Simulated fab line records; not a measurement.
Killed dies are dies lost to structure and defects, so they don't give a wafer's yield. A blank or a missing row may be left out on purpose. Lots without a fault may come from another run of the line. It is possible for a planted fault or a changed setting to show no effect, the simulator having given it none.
Code-filled problem report in 8D (eight disciplines) form || flow n5_finfet || the parts of the form that need people (team, actions taken, sign-off) are left out

## 1. WHAT IS WRONG
Mean M9_ILD_THK at N5_BEOL_M9_THK_MEAS_01: 301 nm over 3 wafers in 2 lots; fault-free wafers: 268 nm, standard deviation 3.4. Measured from the usual mean, that is +9.6 standard deviations.
First seen on wafer L332.3, day 12 21:47, on film_metro-01. The record holds 31 wafers of 11 lots with a number at this step. The rule behind "out" and "out of limits": a value lying over 4 standard deviations away from the usual mean. The rest of the wafers with a number are treated as sound.

## 2. WHAT IT IS, AND WHAT IT ISN'T
{"question": "which readings at this step", "is": "M9_ILD_THK", "is not": "-"}
{"question": "which lots", "is": "L332, L333", "is not": "L324, L325, L326, L327, L331, L337, L341, L343, L344"}
{"question": "which wafers of those lots", "is": "L332.3, L332.4, L333.1", "is not": "L333.3"}
{"question": "read on which gauges", "is": "film_metro-01", "is not": "film_metro-02"}
{"question": "when", "is": "from day 12 21:47", "is not": "up to then (15 sound wafers); but 13 sound wafers of L333, L337, L341, L343, L344 came after"}

## 3. SUSPECTS, AND WHAT RULES EACH OUT
Counting: a tool at a process step up to the reading stays a suspect if it ran every lot that is out. Sound lots after the first of them don't rule it out here, since some wafers of a struck lot are sound.
- the gauge at N5_BEOL_M9_THK_MEAS_01: kept. All the wafers that are out were read on film_metro-01, and no step on other tools shows them out.
- pecvd-01 at N5_BEOL_M9_ILD_DEP_00 (deposits SiCOH lowk from DEMS/porogen, target thk 308.51 nm, time 58 s): kept. Every lot that is out went through it, the first being L332 (day 12 21:11); the last sound lot it ran before that was L327 (day 11 10:14).
- Within pecvd-01 at N5_BEOL_M9_ILD_DEP_00: the wafers that are out ran in chamber 1; their sound lot-mates ran in chamber 0.
Left after counting: pecvd-01 at N5_BEOL_M9_ILD_DEP_00, film_metro-01 at N5_BEOL_M9_THK_MEAS_01.

## 4. THE CAUSE (what the simulator had put in)
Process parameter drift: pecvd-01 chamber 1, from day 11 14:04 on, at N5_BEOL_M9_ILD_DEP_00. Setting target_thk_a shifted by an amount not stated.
2 suspects survive the count, and this tool is in that group.

## 5. THE CHAIN OF EFFECTS, in route order
One row per reading whose mean, taken over the struck wafers that have a number, lies over 3 standard deviations from the usual. Only readings for which the record gives a usual standard deviation are gone through. hours: the time from each lot's start at the first step in this table that gives one to its start at this step, as a median over the lots. sigmas: the change in usual standard deviations.
{"hours": 0, "step": "N5_BEOL_M9_THK_MEAS_01", "reading": "M9_ILD_THK", "usual": "268 nm", "on struck wafers": 301, "change": "+33", "sigmas": "+9.6"}

## 6. HOW IT WOULD HAVE BEEN CAUGHT EARLIER
The first out-of-limits reading at a measuring or inspecting step in this record came at day 12 21:47, 32 hours after the fault's start at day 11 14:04.
Of the tool readings at N5_BEOL_M9_ILD_DEP_00 for which the record gives a usual standard deviation, none was out on any struck wafer, so an alarm limit of 4 standard deviations on them would not have fired.
L333, from the lots that are out (2), started N5_BEOL_M9_ILD_DEP_00 on pecvd-01 later than day 12 21:47. It would have been spared by a hold on the tool at that moment.
